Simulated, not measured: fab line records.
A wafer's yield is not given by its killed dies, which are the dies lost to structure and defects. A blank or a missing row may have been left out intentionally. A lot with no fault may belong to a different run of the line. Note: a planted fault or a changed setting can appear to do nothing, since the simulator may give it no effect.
fab line records	flow n5-finfet
record: lots: 6	wafers: 18	last-day: 15
route steps=1938 shown BEOL_M5@1160 PASSIVATION@1936
lots that met no fault: taken from a fault-free run of the same line
start-h: hours from the record's first day to the start of the lot's first wafer shown	wait-h: hours from the lot's prior step to this one	" unchanged from the row above	L1.1+2: a row that stands for several wafers	- no value, or no start given	* or withheld: withheld	< > ~ a bound
route shown NAME@n: a module of which the file shows steps, and the number in the route of the first	usual: the fault-free wafers' mean and standard deviation	same: alike in all rows	chamber/n: place in a boat	sites: per-site readings	_std_site: their standard deviation	_edge_site: outer sites' mean less inner sites'	radius-mm: how far each site lies from the wafer's centre	mask NAME#n: copy n	behind: the last tool/chamber to shape the wafer	hold: what put the lot on hold/how long, in hours/how the hold closed	device: the transistor (n, p or np) that didn't switch	end of line: at the end of the route, the tests of the same wafers	a step with no rows: only its recipe	killed: at the first sort, the dies lost to defects and structure; wafer yield is something else	map: per-die view of a wafer (x killed, . not killed, _ where there is no die)
set.NAME: setting as actually run; set.NAME@STEP: the setting as run at that earlier step	model.NAME: the simulator's own value behind a step, which no gauge read
lots at selected steps of the route; one table per step, one row per wafer
services: the hour from which a tool's chamber was out of use, counted from the record's first day as start-h (under 0 if before that day), plus the number of hours and why
== steps ==
step: N5_BEOL_M5_TRENCH_ETCH_37
recipe: chemistry: C4F6/O2	target-depth-a: 716.52	target: SiCOH_lowk	time-s: 24.7	ion-energy-ev: 250	pressure-mtorr: 30	source-w: 345	bias-w: 185	Ar_flow_sccm: 300	C4F6_flow_sccm: 10	O2_flow_sccm: 10
usual: drypump-motor-current-A: 5.7/0.41	oes_o_777_au: 0.77/0.081	oes-product-au: 0.76/0.09	rf-vpp-V: 662/10	showerhead-plenum-p-Torr: 2.84/0.081	throttle-valve-pct: 21.03/0.25
lot.wafer	tool	chamber	start-h	wait-h	drypump-motor-current-A	oes_o_777_au	oes-product-au	rf-hours-counter-h	rf-vpp-V	showerhead-plenum-p-Torr	throttle-valve-pct
L448.1	rie-diel-01	1	-	-	6.0	0.87	0.89	29	677	2.90	20.58
L448.2	"	2	"	"	6.3	0.78	0.73	160	648	2.84	21.02
L448.4	"	3	"	"	5.8	0.73	0.72	173	663	2.73	20.84
L452.2	rie-diel-01	1	-	-	6.0	0.85	0.87	38	675	2.90	20.58
L452.4	"	3	"	"	5.8	0.72	0.71	-	664	2.72	20.84
L452.5	"	2	"	"	6.3	0.79	0.73	-	648	2.83	21.01
L457.1	rie-diel-03	3	-	-	5.2	0.76	0.73	195	667	2.96	21.24
L457.2	"	0	"	"	5.7	0.70	0.71	161	667	2.96	21.20
L457.6	"	1	"	"	5.7	0.75	0.73	-	665	2.85	21.21
L461.1	rie-diel-04	3	-	-	5.9	0.73	0.70	241	671	2.81	21.40
L461.2	"	2	"	"	5.8	0.71	0.70	207	661	2.92	20.57
L461.6	"	3	"	"	6.0	0.74	0.69	-	670	2.81	21.39
L462.2	rie-diel-04	2	-	-	5.7	0.70	0.70	210	661	2.92	20.59
L462.4	"	3	"	"	5.9	0.73	0.70	245	668	2.81	21.41
L462.6	"	2	"	"	5.7	0.71	0.70	-	661	2.92	20.59
L464.1	rie-diel-03	3	-	-	5.3	0.75	0.72	206	665	2.96	21.24
L464.3	"	0	"	"	5.7	0.69	0.71	172	665	2.95	21.21
L464.4	"	1	"	"	5.8	0.73	0.72	209	665	2.84	21.22
step: N5_BEOL_M5_ETCH_41
recipe: chemistry: CH3F/O2	target: SiCN	target-depth-a: 315	taper-deg: 2	time-s: 56.7	ion-energy-ev: 120	mask-material: TiN	pressure-mtorr: 30	source-w: 395	bias-w: 75	Ar_flow_sccm: 150	CH3F_flow_sccm: 30	O2_flow_sccm: 20
step: N5_BEOL_M5_STRIP_91
recipe: chemistry: N2/H2	time-s: 10	power-w: 450	temp-c: 40	pressure-mtorr: 20	rf-frequency-hz: 6e+07	bias-power-w: 7	n2-flow-sccm: 200	h2-flow-sccm: 200
usual: drypump-motor-current-A: 5.7/0.41	h2-flow-sccm: 200.0/0.54	oes-product-au: 0.76/0.09	rf-vpp-V: 59.1/0.79	showerhead-plenum-p-Torr: 2.52/0.078	throttle-valve-pct: 23.7/0.3
lot.wafer	tool	chamber	start-h	wait-h	drypump-motor-current-A	h2-flow-sccm	oes-product-au	rf-hours-counter-h	rf-vpp-V	showerhead-plenum-p-Torr	throttle-valve-pct
L448.1	rie-diel-01	1	-	-	6.0	200.2	0.89	29	58.0	2.57	23.2
L448.2	"	2	"	"	6.3	199.2	0.73	160	59.3	2.54	23.8
L448.4	"	3	"	"	5.8	199.3	0.73	173	58.8	2.43	23.5
L452.2	rie-diel-01	1	-	-	6.0	200.2	0.88	38	59.8	2.57	23.3
L452.4	"	3	"	"	5.8	200.0	0.74	-	58.7	2.43	23.6
L452.5	"	2	"	"	6.3	200.0	0.73	-	60.5	2.53	23.8
L457.1	rie-diel-03	3	-	-	5.2	201.5	0.73	195	58.3	2.62	23.4
L457.2	"	0	"	"	5.7	200.1	0.72	161	60.0	2.66	24.0
L457.6	"	1	"	"	5.8	199.7	0.72	-	59.8	2.51	23.9
L461.1	rie-diel-04	3	-	-	6.0	199.5	0.69	241	57.2	2.50	23.9
L461.2	"	2	"	"	5.7	199.7	0.70	207	58.5	2.62	23.3
L461.6	"	3	"	"	6.0	200.3	0.70	-	58.6	2.50	24.0
L462.2	rie-diel-04	2	-	-	5.7	199.6	0.71	210	59.5	2.62	23.3
L462.4	"	3	"	"	6.0	200.3	0.70	245	59.2	2.50	23.9
L462.6	"	2	"	"	5.7	200.5	0.71	-	59.4	2.62	23.3
L464.1	rie-diel-03	3	-	-	5.3	200.2	0.72	206	59.6	2.61	23.4
L464.3	"	0	"	"	5.7	199.9	0.71	172	58.5	2.65	24.0
L464.4	"	1	"	"	5.8	199.1	0.72	209	59.7	2.51	23.9
step: N5_BEOL_M5_OCD_MEAS_38
usual: trench-depth-nm: 71.0/1.5
lot.wafer	tool	chamber	start-h	wait-h	trench-depth-nm
L448.1	ocd-02	-	169.86	-	72.4
L448.2	"	-	"	"	70.5
L448.4	"	-	"	"	69.1
L452.2	ocd-02	-	197.34	-	72.0
L452.4	"	-	"	"	68.6
L452.5	"	-	"	"	69.9
L457.1	ocd-02	-	226.87	-	70.6
L457.2	"	-	"	"	70.7
L457.6	"	-	"	"	70.8
L461.1	ocd-01	-	251.18	-	69.9
L461.2	"	-	"	"	70.5
L461.6	"	-	"	"	70.2
L462.2	ocd-01	-	263.58	-	70.2
L462.4	"	-	"	"	71.2
L462.6	"	-	"	"	70.3
L464.1	ocd-01	-	263.82	-	71.3
L464.3	"	-	"	"	71.3
L464.4	"	-	"	"	70.9
step: N5_BEOL_M5_HM_STRIP_39
recipe: chemistry: peroxide-tin-strip	material: TiN	target-depth-a: 250	temp-c: 50	time-s: 158
step: N5_BEOL_M5_SRD_40
recipe: time-s: 30	temp-c: 23	rinse-liquid: diw	dry: ipa-marangoni
step: N5_BEOL_M5_PRECLEAN_42
recipe: chemistry: residue-remover	time-s: 60	temp-c: 40
step: N5_BEOL_M5_SRD_43
recipe: time-s: 30	temp-c: 23	rinse-liquid: diw	dry: ipa-marangoni
step: N5_BEOL_M5_CD_MEAS_35
recipe: target-cd-nm: 28	target-cd-y-nm: 24	polarity: opening
usual: cd-nm: 28.0/0.35
lot.wafer	tool	chamber	start-h	wait-h	cd-nm
L448.1	cd-sem-02	-	170.01	0.0	27.5
L448.2	"	-	"	"	28.4
L448.4	"	-	"	"	27.8
L452.2	cd-sem-01	-	197.49	0.0	28.2
L452.4	"	-	"	"	27.9
L452.5	"	-	"	"	27.9
L457.1	cd-sem-02	-	227.04	0.0	28.0
L457.2	"	-	"	"	28.2
L457.6	"	-	"	"	27.6
L461.1	cd-sem-02	-	251.33	0.0	28.7
L461.2	"	-	"	"	28.0
L461.6	"	-	"	"	28.4
L462.2	cd-sem-03	-	263.73	0.0	28.0
L462.4	"	-	"	"	27.7
L462.6	"	-	"	"	28.4
L464.1	cd-sem-02	-	263.97	0.0	28.0
L464.3	"	-	"	"	28.1
L464.4	"	-	"	"	27.8
step: N5_BEOL_M5_CURE_80
recipe: temp-c: 370	time-s: 120	ambient: DMADMS/He	material: SiCOH_lowk
usual: lamp-power-pct: 52.31/0.056	wafer_temp_C_max: 371.7/0.72
lot.wafer	tool	chamber	start-h	wait-h	lamp-power-pct	wafer_temp_C_max
L448.1	uv-cure-03	2	170.05	0.0	52.39	372.4
L448.2	"	2	"	"	52.40	372.5
L448.4	"	2	"	"	52.30	372.2
L452.2	uv-cure-01	2	197.60	0.1	52.27	371.5
L452.4	"	2	"	"	52.26	371.2
L452.5	"	2	"	"	52.32	371.3
L457.1	uv-cure-01	1	227.09	0.0	52.36	373.7
L457.2	"	1	"	"	52.34	372.7
L457.6	"	1	"	"	52.36	372.6
L461.1	uv-cure-01	0	251.67	0.3	52.36	372.3
L461.2	"	0	"	"	52.28	371.3
L461.6	"	0	"	"	52.26	371.8
L462.2	uv-cure-03	0	263.82	0.1	52.24	371.5
L462.4	"	0	"	"	52.21	371.9
L462.6	"	0	"	"	52.36	372.0
L464.1	uv-cure-01	1	264.01	0.0	52.34	372.4
L464.3	"	1	"	"	52.27	371.7
L464.4	"	1	"	"	52.32	372.3
step: N5_BEOL_M5_DEGAS_44
recipe: ambient: vacuum	temp-c: 250	time-s: 60
usual: heater-power-w: 318/22
lot.wafer	tool	chamber	start-h	wait-h	heater-power-w
L448.1	pvd-sputter-03	-	170.50	0.4	343
L448.2	"	-	"	"	329
L448.4	"	-	"	"	292
L452.2	pvd-sputter-03	-	198.03	0.4	327
L452.4	"	-	"	"	354
L452.5	"	-	"	"	373
L457.1	pvd-sputter-01	-	227.46	0.3	330
L457.2	"	-	"	"	300
L457.6	"	-	"	"	310
L461.1	pvd-sputter-02	-	252.98	1.3	319
L461.2	"	-	"	"	320
L461.6	"	-	"	"	314
L462.2	pvd-sputter-01	-	264.09	0.2	336
L462.4	"	-	"	"	304
L462.6	"	-	"	"	322
L464.1	pvd-sputter-01	-	264.37	0.3	326
L464.3	"	-	"	"	299
L464.4	"	-	"	"	323
step: N5_BEOL_M5_PRE_CLEAN_45
recipe: gas: H2/He	time-s: 30	temp-c: 250
step: N5_BEOL_M5_ALD_86
recipe: material: TaN	target-thk-a: *	temp-c: 275	ald-precursor-family: PDMAT	ald-co-reactant: NH3	pressure-torr: 3	carrier-flow-sccm: 1500	pulse-time-s: 2	purge-time-s: 3	co-reactant-purge-time-s: 2	co-reactant-pulse-time-s: 3	ald-cycles: 30	precursor-vessel-temp-c: 75	precursor-vessel-pressure-torr: 26.25	precursor-vessel-carrier-sccm: 1000
usual: co-reactant-pulse-time-s: 3/0	heater-power-w: 419/42
lot.wafer	tool	chamber	start-h	wait-h	co-reactant-pulse-time-s	heater-power-w
L448.1	ald-metal-02	0	170.60	0.0	3	543
L448.2	"	2	"	"	3	402
L448.4	"	3	"	"	3	375
L452.2	ald-metal-03	1	198.13	0.0	3	383
L452.4	"	3	"	"	3	417
L452.5	"	0	"	"	3	380
L457.1	ald-metal-03	2	227.79	0.3	2.526	427
L457.2	"	0	"	"	2.526	383
L457.6	"	0	"	"	2.526	374
L461.1	ald-metal-03	0	253.10	0.1	2.526	390
L461.2	"	3	"	"	2.526	428
L461.6	"	3	"	"	2.526	418
L462.2	ald-metal-02	1	264.19	0.0	3	437
L462.4	"	2	"	"	3	418
L462.6	"	0	"	"	3	544
L464.1	ald-metal-02	0	264.47	0.0	3	554
L464.3	"	2	"	"	3	420
L464.4	"	3	"	"	3	394
step: N5_BEOL_M5_SURFACE_TREAT_87
recipe: gas: Ar	time-s: *	ion-energy-ev: *	ion-current-ma-cm2: 0.5	pressure-mtorr: *	ar-flow-sccm: 30
usual: throttle-valve-pct: *
lot.wafer	tool	chamber	start-h	wait-h	throttle-valve-pct
L448.1	pvd-sputter-02	-	170.86	0.2	*
L448.2	"	-	"	"	*
L448.4	"	-	"	"	*
L452.2	pvd-sputter-03	-	198.39	0.2	*
L452.4	"	-	"	"	*
L452.5	"	-	"	"	*
L457.1	pvd-sputter-03	-	228.41	0.5	*
L457.2	"	-	"	"	*
L457.6	"	-	"	"	*
L461.1	pvd-sputter-02	-	253.34	0.1	*
L461.2	"	-	"	"	*
L461.6	"	-	"	"	*
L462.2	pvd-sputter-01	-	264.61	0.3	*
L462.4	"	-	"	"	*
L462.6	"	-	"	"	*
L464.1	pvd-sputter-01	-	264.92	0.4	*
L464.3	"	-	"	"	*
L464.4	"	-	"	"	*
step: N5_PASSIVATION_PROBE_49
usual: defect-limited-yield: 90.9/1.5	killed_at_M0_to_M3: 36/9.9	killed_at_M4_up: 13/4.5	killed-at-contacts: 13/6.4	killed-at-front-end: 42/12	killed-at-other: 3.4/3	killed-dies: 107/18	killed-open: 69/13	killed-short: 35/8.2	sort_bin_5_function: 5.3/1.1	sort_bin_6_memory: 3.4/0.69	sort_bin_8_speed: 0.00/0.0071	sort-n-pass: 1073/18	sort-yield-pct: 90.9/1.5
same: gross-dies: 1180	killed-at-back-side: 0	sort_bin_4_leakage[%]: 0
lot.wafer	tool	chamber	start-h	wait-h	defect-limited-yield[%]	killed_at_M0_to_M3	killed_at_M4_up	killed-at-contacts	killed-at-front-end	killed-at-other	killed-dies	killed-open	killed-short	sort_bin_5_function[%]	sort_bin_6_memory[%]	sort_bin_8_speed[%]	sort-n-pass	sort-yield-pct[%]
L452.2	prober-02	-	294.84	0.1	94.1	23	12	7	23	5	70	47	22	4.0	1.8	0	1110	94.1
L452.4	prober-02	-	294.94	0.2	93.6	34	6	5	26	4	75	47	28	3.2	2.8	0	1105	93.6
L452.5	prober-02	-	294.99	0.2	92.5	34	9	7	36	3	89	60	29	3.8	3.4	0	1091	92.5
L457.1	prober-01	-	317.75	0.0	88.7	31	16	8	73	5	133	71	46	5.8	3.8	0	1047	88.7
L457.2	prober-01	-	317.80	0.1	93.1	22	11	5	43	1	82	45	35	3.9	2.6	0	1098	93.1
L457.6	prober-01	-	318.00	0.3	91.5	35	11	10	36	8	100	56	36	4.5	3.0	0	1080	91.5
L462.2	prober-01	-	352.13	0.1	91.9	35	14	10	31	5	95	69	25	5.1	2.7	0	1085	91.9
L462.4	prober-01	-	352.23	0.2	90.0	54	13	11	39	1	118	69	47	6.2	3.2	0	1062	90.0
L462.6	prober-01	-	352.33	0.3	92.7	25	9	8	41	3	86	59	26	3.8	3.2	0	1094	92.7
L464.1	prober-01	-	354.01	0.0	88.4	40	14	23	58	2	137	102	34	7.6	3.9	0	1043	88.4
killed by level:class
L452.2 BEOL_M3:geometric-particle:open=9 FIN_SAQP:geometric-particle:open=6 BEOL_M2:geometric-particle:open=6 MOL_CONTACT_COAG:geometric-particle:open=5 BEOL_M4:geometric-particle:open=5 BEOL_M0_SAQP:geometric-particle:open=4 FIN_SAQP:geometric-particle:short=3 BEOL_M0_SAQP:geometric-particle:short=3
L452.4 BEOL_M0_SAQP:geometric-particle:short=15 BEOL_M0_SAQP:geometric-particle:open=12 DUMMY_GATE:geometric-particle:open=5 MOL_CONTACT_COAG:geometric-particle:open=5 STI_FIN_REVEAL:geometric-particle:open=4 BEOL_M3:geometric-particle:open=4 FIN_SAQP:geometric-particle:short=3 FIN_SAQP:geometric-particle:open=3
L452.5 DUMMY_GATE:geometric-particle:open=8 BEOL_M2:geometric-particle:open=8 BEOL_M0_SAQP:geometric-particle:short=7 STI_FIN_REVEAL:geometric-particle:open=6 MOL_CONTACT_COAG:geometric-particle:open=6 BEOL_M3:geometric-particle:open=6 FIN_SAQP:geometric-particle:open=5 BEOL_M0_SAQP:geometric-particle:open=5
L457.1 STI_FIN_REVEAL:geometric-particle:open=19 HKMG_FIN:area-etch=14 BEOL_M1:geometric-particle:open=10 FIN_SAQP:geometric-particle:short=8 BEOL_M0_SAQP:geometric-particle:open=8 BEOL_M0_SAQP:geometric-particle:short=7 MOL_CONTACT_COAG:geometric-particle:open=6 STI_FIN_REVEAL:geometric-particle:short=5
L457.2 FIN_SAQP:geometric-particle:open=11 STI_FIN_REVEAL:geometric-particle:open=9 FIN_SAQP:geometric-particle:short=7 BEOL_M3:geometric-particle:open=7 MOL_CONTACT_COAG:geometric-particle:open=5 BEOL_M3:geometric-particle:short=4 STARTING-WAFER:geometric-particle:short=4 GATE_CUT:geometric-particle:short=3
L457.6 FIN_SAQP:geometric-particle:short=10 BEOL_M1:geometric-particle:open=9 HKMG_FIN:area-etch=8 MOL_CONTACT_COAG:geometric-particle:open=7 BEOL_M0:geometric-particle:open=6 FIN_SAQP:geometric-particle:open=5 BEOL_M0_SAQP:geometric-particle:short=5 BEOL_M3:geometric-particle:open=5
L462.2 MOL_CONTACT_COAG:geometric-particle:open=10 BEOL_M0_SAQP:geometric-particle:open=9 BEOL_M4:geometric-particle:open=8 BEOL_M2:geometric-particle:open=7 STI_FIN_REVEAL:geometric-particle:open=6 FIN_SAQP:geometric-particle:short=5 BEOL_M1:geometric-particle:open=5 BEOL_M3:geometric-particle:open=4
L462.4 BEOL_M0_SAQP:geometric-particle:short=20 BEOL_M0_SAQP:geometric-particle:open=14 GATE_CUT:geometric-particle:short=11 BEOL_M1:geometric-particle:open=10 STI_FIN_REVEAL:geometric-particle:open=7 MOL_CONTACT_COAG:geometric-particle:open=7 BEOL_M2:geometric-particle:open=6 FIN_SAQP:geometric-particle:open=5
L462.6 STI_FIN_REVEAL:geometric-particle:open=18 BEOL_M0_SAQP:geometric-particle:short=9 MOL_CONTACT_COAG:geometric-particle:open=7 BEOL_M0_SAQP:geometric-particle:open=6 STI_FIN_REVEAL:geometric-particle:short=4 DUMMY_GATE:geometric-particle:open=4 GATE_CUT:geometric-particle:short=4 BEOL_M1:geometric-particle:open=4
L464.1 FIN_SAQP:geometric-particle:open=29 MOL_CONTACT_COAG:geometric-particle:open=18 BEOL_M3:geometric-particle:open=10 BEOL_M0_SAQP:geometric-particle:short=9 BEOL_M1:geometric-particle:open=6 MOL_CONTACT_COAG:geometric-particle:short=5 BEOL_M0_SAQP:geometric-particle:open=5 BEOL_M4:geometric-particle:open=4
== services ==
tool	chamber	start-h	hours	kind
rie-diel-04	1	154.34	-	clean
rie-diel-04	1	154.34	-	consumable-replace:focus-ring
rie-diel-04	1	154.34	25.1	scheduled-down
rie-diel-04	1	154.34	25.1	vent-cycle
ald-metal-02	3	177.12	19.9	repair
uv-cure-01	-	186.60	0.4	repair
rie-diel-01	0	188.11	-	clean
rie-diel-01	0	188.11	-	consumable-replace:focus-ring
rie-diel-01	0	188.11	20.4	scheduled-down
rie-diel-01	0	188.11	20.4	vent-cycle
uv-cure-03	-	197.14	0.9	repair
rie-diel-01	1	203.57	15.6	repair
uv-cure-01	-	209.12	2.1	pm
uv-cure-01	-	228.81	7.5	pm
ald-metal-03	0	231.60	2.0	repair
rie-diel-04	0	241.77	2.9	repair
rie-diel-03	3	243.02	4.6	repair
uv-cure-03	-	247.21	7.5	pm
== key ==
first-sign: step: N5_BEOL_M5_ALD_86	reading: co-reactant-pulse-time-s	direction: down	sigmas: 99+	usual: *	struck: *
effect none on later readings
met-at N5_BEOL_M5_ALD_86
struck-wafers L457.1,L457.2,L457.6,L461.1,L461.2,L461.6
baseline-loss: step: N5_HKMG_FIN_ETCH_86	wafers: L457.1
onset-between 198.13 227.79
fault: kind: process-parameter-drift	tool: ald-metal-03	chamber: -	onset-h: 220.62	steps: N5_BEOL_M5_ALD_86	channel: co-reactant-pulse-time-s	offset: *	shape: step	end-h: 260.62	acts-in: *	stated: *
baseline-loss: these wafers lose ten dies or more at that step, a loss of the line's own and not of a fault; the sort's usual values leave them out
